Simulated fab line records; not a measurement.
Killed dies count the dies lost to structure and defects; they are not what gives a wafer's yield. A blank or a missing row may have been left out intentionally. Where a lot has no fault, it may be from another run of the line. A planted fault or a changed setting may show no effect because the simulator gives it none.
A struck lot beside a sound one ; flow n5 finfet ; 37 out of 1938 route steps
Sound: these wafers, L290.2, L290.4, L290.5. The struck wafers were L302.2, L302.4, L302.6. Last of all comes the cause.
Order at every step that has rows: each side's tool, ch and its chambers, its first start. Under that, the readings that differ: sound wafers ; struck wafers ; difference of the means ; sigmas: that difference in standard deviations of wafers without a fault.
alike: a reading whose means differ by less than 2 such deviations, as well as words and numbers matching on both sides. not compared: withheld readings; readings where some wafer has no value; bounds like >300 that might hide an equal value; numbers whose values overlap and for which the record gives no deviation.
Wherever a step has rows on one side only, a row that says differs or no value, or a row with sigmas, the two part there. Non-overlapping numbers with no deviation appear without sigmas and do not part them. A reading missing from all wafers of one side parts the sides only when that side holds two or more wafers.

first, 9 steps without rows for these wafers: N5_BEOL_M4_ANNEAL_95 (time 240 s); N5_BEOL_M4_SPUTTER_96 (material Cu, target thk 4.5 nm, time 8.29 s); N5_BEOL_M4_ECD_50 (material Cu, target thk 300 nm); N5_BEOL_M4_ANNEAL_51 (time 90 s); N5_BEOL_M4_CMP_52 (polishes, stops on SiOC, t overpolish 6.8 s, target thk 40 nm); N5_BEOL_M4_PRE_CLEAN_60 (time 15 s); N5_BEOL_M4_CO_CAP_55 (material Co, precursor CCTBA/H2, target thk 2 nm, time 102.1 s); N5_BEOL_M4_PRE_CLEAN_56 (time 15 s); N5_BEOL_M4_DEP_57 (deposits SiCN from 3MS/NH3, target thk 8 nm, time 14 s).
N5_BEOL_M4_RC_MEAS_101:
  sound on prober-01 ch 0, day 11 21:47; struck on prober-01 ch 0, day 14 11:48
  alike: DIBL_N, DIBL_P, IOFF_N, IOFF_P, ION_N, ION_P, SS_N, SS_P, VT_N, VT_P
then, 24 steps without rows for these wafers: N5_BEOL_M5_ILD_DEP_00 (deposits SiCOH lowk from DEMS/porogen, target thk 140.64 nm, time 25.9 s); N5_BEOL_M5_CURE_79 (cures SiCOH lowk, time 240 s); N5_BEOL_M5_PECVD_70 (deposits SiO2 from TEOS/O2, target thk 16 nm, time 18 s); N5_BEOL_M5_HM_DEP_02 (deposits TiN, target thk 20 nm); N5_BEOL_M5_COAT_59 (time 60 s, resist thk 60 nm); N5_BEOL_M5_COAT_60 (time 60 s, resist thk 12 nm); N5_BEOL_M5_COAT_71 (time 60 s, resist thk 5 nm); N5_BEOL_M5_COAT_05 (resist thk 30 nm); N5_BEOL_M5_EBR_07; N5_BEOL_M5_SOFTBAKE_06 (time 60 s); N5_BEOL_M5_EXPOSE_08 (exposes mask M5, target cd 28 nm); N5_BEOL_M5_PEB_09 (peb time 60 s); N5_BEOL_M5_DEVELOP_10 (develop time 30 s); N5_BEOL_M5_DESCUM_16 (chemistry O2, time 7 s); N5_BEOL_M5_ETCH_72 (etches underlayer in N2/H2, target depth 6.5 nm, time 5.2 s); N5_BEOL_M5_ETCH_61 (etches SiARC in CF4, target depth 15.6 nm, time 26 s); N5_BEOL_M5_ETCH_62 (etches SOC in N2/H2, target depth 75 nm, overetch 15 nm, time 112.5 s); N5_BEOL_M5_STRIP_63 (strips in N2/H2); N5_BEOL_M5_STRIP_73 (strips in N2/H2); N5_BEOL_M5_STRIP_64 (strips in CF4); N5_BEOL_M5_HM_OPEN_17 (chemistry Cl2/BCl3, target TiN, target depth 20 nm, overetch 6 nm); N5_BEOL_M5_STRIP_19 (strips in O2); N5_BEOL_M5_COAT_65 (time 60 s, resist thk 60 nm); N5_BEOL_M5_COAT_66 (time 60 s, resist thk 12 nm).
N5_BEOL_M9_ECD_50: material Cu, target thk 318 nm.
  sound on ecd cu-01 ch 0,1, day 13 15:26; struck on ecd cu-02 ch 0,1, day 16 05:56
N5_BEOL_M9_CMP_52: polishes, stops on SiCOH lowk, t overpolish 7 s, target thk 140 nm.
  sound on cmp-04 ch 1,2, day 13 16:09; struck on cmp-01 ch 0,2,3, day 16 06:22
reading;sound;struck;difference;sigmas
time to endpoint s (s);69 71 69;0 1 1;-69;-15
  alike: motor current A
-- record jumps: 3 days separate the struck wafers' starts on either side; left off in module BEOL_M9, taken up again in module PASSIVATION, whose first shown step is the route's number 1936 --
N5_PASSIVATION_PROBE_49:
  sound on prober-01, day 16 02:55; struck on prober-02, day 19 07:28
reading;sound;struck;difference;sigmas
defect limited yield (%);91.9;0 0 0;-92;-61
killed_at_M4_up;10;1060 1091 1105;+1075;+99 or more
killed dies;96;1180 1180 1180;+1084;+60
killed on rim;7;152 152 152;+145;+35
sort_bin_5_function (%);4.9;95.2 96.5 96.7;+91.2;+91
sort n pass;1084;0 0 0;-1084;-60
sort yield pct (%);91.9;0 0 0;-92;-61
  alike: killed_at_M0_to_M3, killed at contacts, killed at front end, killed at other, killed open, killed short, sort_bin_6_memory

## WHERE THEY PART
Earliest at N5_BEOL_M9_CMP_52; latest, in this record, at N5_PASSIVATION_PROBE_49.

WHY: what had been put in by the simulator
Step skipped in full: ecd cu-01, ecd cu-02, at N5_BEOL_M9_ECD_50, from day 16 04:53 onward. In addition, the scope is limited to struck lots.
